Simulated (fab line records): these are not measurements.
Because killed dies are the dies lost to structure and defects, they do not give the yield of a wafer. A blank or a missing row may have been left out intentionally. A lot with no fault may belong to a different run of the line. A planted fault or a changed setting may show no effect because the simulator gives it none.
Comparing a struck lot with a sound one || flow n5 finfet || 18 out of 1938 route steps
Sound: these wafers, L265.2, L265.3, L265.5. Wafers struck: L273.1, L273.4, L273.5. The cause is named last.
At each step with rows: each side's tool, then ch and its chambers, then its first start. Under that, the readings that differ: sound wafers || struck wafers || difference of the means || sigmas: that difference in standard deviations of wafers without a fault.
alike: same words and numbers on both sides, and readings whose means sit less than 2 such deviations apart. not compared: any withheld reading, any reading some wafer has no value for, any bound like >300 that may hide the same value, and any number with overlapping values for which the record gives no deviation.
Wherever a step has rows on one side only, a row that says differs or no value, or a row with sigmas, the two part there. When numbers do not overlap yet have no deviation, they are printed without sigmas and do not part them. A reading that every wafer of one side lacks parts them only if that side has two wafers or more.

N5_BEOL_M4_ANNEAL_95: time 240 s.
  sound: pvd sputter-03 at day 9 12:16; struck: pvd sputter-01 at day 11 21:31
  alike: heater power w
then, 4 steps without rows for these wafers: N5_BEOL_M4_SPUTTER_96 (material Cu, target thk 4.5 nm, time 8.29 s); N5_BEOL_M4_ECD_50 (material Cu, target thk 300 nm); N5_BEOL_M4_ANNEAL_51 (time 90 s); N5_BEOL_M4_CMP_52 (polishes, stops on SiOC, t overpolish 6.8 s, target thk 40 nm).
N5_BEOL_M4_THK_MEAS_53: measures by xrf.
  sound: film metro-02 at day 9 13:25; struck: film metro-01 at day 11 23:04
  alike: M4_THK
N5_BEOL_M4_PRE_CLEAN_60: time 15 s.
  sound on cvd co-01 ch 0,1,2, day 9 13:28; struck on cvd co-01 ch 0,1,2, day 11 23:06
  alike: heater power outer w, heater power w
then, 2 steps without rows for these wafers: N5_BEOL_M4_CO_CAP_55 (material Co, precursor CCTBA/H2, target thk 2 nm, time 102.1 s); N5_BEOL_M4_PRE_CLEAN_56 (time 15 s).
N5_BEOL_M4_DEP_57: deposits SiCN from 3MS/NH3, target thk 8 nm, time 14 s.
  sound on pecvd-01 ch 0,1,2, day 9 13:37; struck on pecvd-02 ch 0,2, day 11 23:16
  alike: showerhead plenum p Torr, showerhead vpp V, throttle valve pct
N5_BEOL_M4_RS_MEAS_58: uses a four-point probe to measure.
  sound: film metro-01 at day 9 13:42; struck: film metro-01 at day 11 23:20
  alike: M4_RS
N5_BEOL_M4_INSPECT_59: inspects for defects (darkfield).
  sound: defect inspect-01 at day 9 13:44; struck: defect inspect-02 at day 11 23:21
  alike: raw defect count
N5_BEOL_M4_RC_MEAS_101:
  sound on prober-01 ch 0, day 9 13:55; struck on prober-02 ch 0, day 11 23:23
  alike: DIBL_N, DIBL_P, IOFF_N, IOFF_P, ION_N, ION_P, SS_N, SS_P, VT_N, VT_P
N5_BEOL_M5_ILD_DEP_00: deposits SiCOH lowk from DEMS/porogen, target thk 140.64 nm, time 25.9 s.
  sound on pecvd-02 ch 1, day 9 14:43; struck on pecvd-02 ch 0,1,2, day 12 00:21
  alike: heater power outer w, heater power w, showerhead plenum p Torr, showerhead vpp V, throttle valve pct
N5_BEOL_M5_CURE_79: cures SiCOH lowk, time 240 s.
  sound on uv cure-02 ch 1, day 9 14:53; struck on uv cure-01 ch 0, day 12 00:25
{"reading": "wafer_temp_C_max", "sound": "387.8 387.9 387.6", "struck": "386.5 386.2 386.3", "difference": -1.4, "sigmas": -3}
  alike: lamp power pct
N5_BEOL_M5_THK_MEAS_01:
  sound: film metro-02 at day 9 15:19; struck: film metro-02 at day 12 00:55
{"reading": "M5_ILD_THK (nm)", "sound": "118.6 122.1 120.2", "struck": "97.2 99.6 102.2", "difference": -20.6, "sigmas": -12}
N5_BEOL_M5_PECVD_70: deposits SiO2 from TEOS/O2, target thk 16 nm, time 18 s.
  sound on pecvd-04 ch 0,1,2, day 9 15:21; struck on pecvd-01 ch 0,1,2, day 12 00:58
  alike: heater power outer w, heater power w, showerhead plenum p Torr, showerhead vpp V, throttle valve pct
-- record jumps: 4 days separate the struck wafers' starts on either side; left off in module BEOL_M5, taken up again in module PASSIVATION, whose first shown step is the route's number 1936 --
N5_PASSIVATION_PROBE_49:
  record: rows for the struck wafers here (prober-02, day 16 01:47), none for the sound ones

== WHERE THEY PART ==
Earliest at N5_BEOL_M5_CURE_79; latest, in this record, at N5_PASSIVATION_PROBE_49.

WHY: what had been put in by the simulator
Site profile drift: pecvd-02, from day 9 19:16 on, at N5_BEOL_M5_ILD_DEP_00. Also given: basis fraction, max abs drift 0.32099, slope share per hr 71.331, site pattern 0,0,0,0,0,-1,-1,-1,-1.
